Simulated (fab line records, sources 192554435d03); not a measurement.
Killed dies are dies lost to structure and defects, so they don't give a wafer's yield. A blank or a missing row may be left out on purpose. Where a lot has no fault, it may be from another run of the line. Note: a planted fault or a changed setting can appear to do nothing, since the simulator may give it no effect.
Which tool is to blame? + flow n5 finfet + 9 lots with 27 wafers sampled at 5 steps, on a route of 1938 steps

## WHAT EACH GAUGE READ, for each wafer
N5_BEOL_M4_RC_MEAS_101.
| lot  | measured     | on        | DIBL_N (mV/V)  |
|------|--------------|-----------|----------------|
| L336 | day 8 07:37  | prober-01 | 36.4 34.2 34.7 |
| L337 | day 8 12:48  | prober-01 | 34.3 35.8 36.6 |
| L341 | day 9 08:45  | prober-01 | 36.3 34.4 39.2 |
| L351 | day 12 02:13 | prober-01 | 36.8 33.2      |
| L354 | day 13 02:10 | prober-01 | 35.0 36.0 36.9 |
| L355 | day 13 11:05 | prober-02 | 34.7 37.6 34.3 |
| L357 | day 13 17:25 | prober-02 | 34.7 35.7 37.3 |
| L358 | day 14 05:07 | prober-02 | 36.1 32.9 36.1 |

## WHAT TOOL EACH LOT RAN ON (gives the tool, then ch and the chambers of the sampled wafers, and finally the start)
| lot  | N5_MOL_CONTACT_COAG_ETCH_59       | N5_MOL_CONTACT_COAG_ETCH_15       | N5_MOL_CONTACT_COAG_SPUTTER_143 | N5_MOL_CONTACT_COAG_CO_FILL_22  |
|------|-----------------------------------|-----------------------------------|---------------------------------|---------------------------------|
| L336 | rie diel-04 ch 1,2, day 4 23:05   | rie diel-04 ch 1,2, day 4 23:16   | pvd sputter-03, day 5 01:46     | cvd co-01 ch 0,2, day 5 01:53   |
| L337 | rie diel-02 ch 1,2, day 5 07:41   | rie diel-02 ch 1,2, day 5 07:52   | pvd sputter-01, day 5 10:46     | cvd co-02 ch 0,1,2, day 5 10:53 |
| L341 | rie diel-02 ch 0,1,2, day 6 09:25 | rie diel-02 ch 0,1,2, day 6 09:36 | pvd sputter-01, day 6 11:07     | cvd co-02 ch 0,1, day 6 11:14   |
| L351 | rie diel-02 ch 0,1,3, day 8 22:32 | rie diel-02 ch 0,1,3, day 8 22:44 | pvd sputter-02, day 9 02:11     | cvd co-01 ch 1,2, day 9 02:18   |
| L352 | rie diel-03 ch 0,2,3, day 9 00:41 | rie diel-03 ch 0,2,3, day 9 00:52 | pvd sputter-01, day 9 02:43     | cvd co-01 ch 0,2, day 9 02:58   |
| L354 | rie diel-03 ch 0,1,3, day 9 11:56 | rie diel-03 ch 0,1,3, day 9 12:07 | pvd sputter-02, day 9 13:59     | cvd co-01 ch 0,1,2, day 9 14:24 |
| L355 | rie diel-04 ch 0,2,3, day 9 17:43 | rie diel-04 ch 0,2,3, day 9 17:54 | pvd sputter-02, day 9 20:55     | cvd co-01 ch 0,2, day 9 21:02   |
| L357 | rie diel-04 ch 0,3, day 10 04:58  | rie diel-04 ch 0,3, day 10 05:08  | pvd sputter-02, day 10 07:59    | cvd co-02 ch 0,2, day 10 08:06  |
| L358 | rie diel-04 ch 1,3, day 10 10:56  | rie diel-04 ch 1,3, day 10 11:07  | pvd sputter-02, day 10 14:23    | cvd co-01 ch 1,2, day 10 14:31  |
- N5_MOL_CONTACT_COAG_ETCH_59: etches underlayer in N2/H2, target depth 13 nm, time 10.4 s.
- N5_MOL_CONTACT_COAG_ETCH_15: etches SiNx in CH3F/O2, stops on Si:P, target depth 7 nm.
- N5_MOL_CONTACT_COAG_SPUTTER_143: material Co, target thk 2.5 nm.
- N5_MOL_CONTACT_COAG_CO_FILL_22: material Co, precursor CCTBA/H2, target thk 20 nm.

## THE ANSWER, worked out from the rows above alone
Rule: what is usual is taken from the lots themselves. The widest of any qualifying gaps counts: lots, ordered by their means at a reading, are off when they make up no more than a third of the lots, leave a main group of 4 or more, and stand apart from it by 3 or more times the standard deviation of that group's means. A main group is skipped when, at the precision printed for the reading in the tables above, its means are all equal. Also off: a lot with no number at a reading for which 4 or more lots have one. Any other lot the step has rows for is counted as sound.
None of the lots is off at any reading shown; this tells nothing.

## WHAT WAS PUT IN BY THE SIMULATOR
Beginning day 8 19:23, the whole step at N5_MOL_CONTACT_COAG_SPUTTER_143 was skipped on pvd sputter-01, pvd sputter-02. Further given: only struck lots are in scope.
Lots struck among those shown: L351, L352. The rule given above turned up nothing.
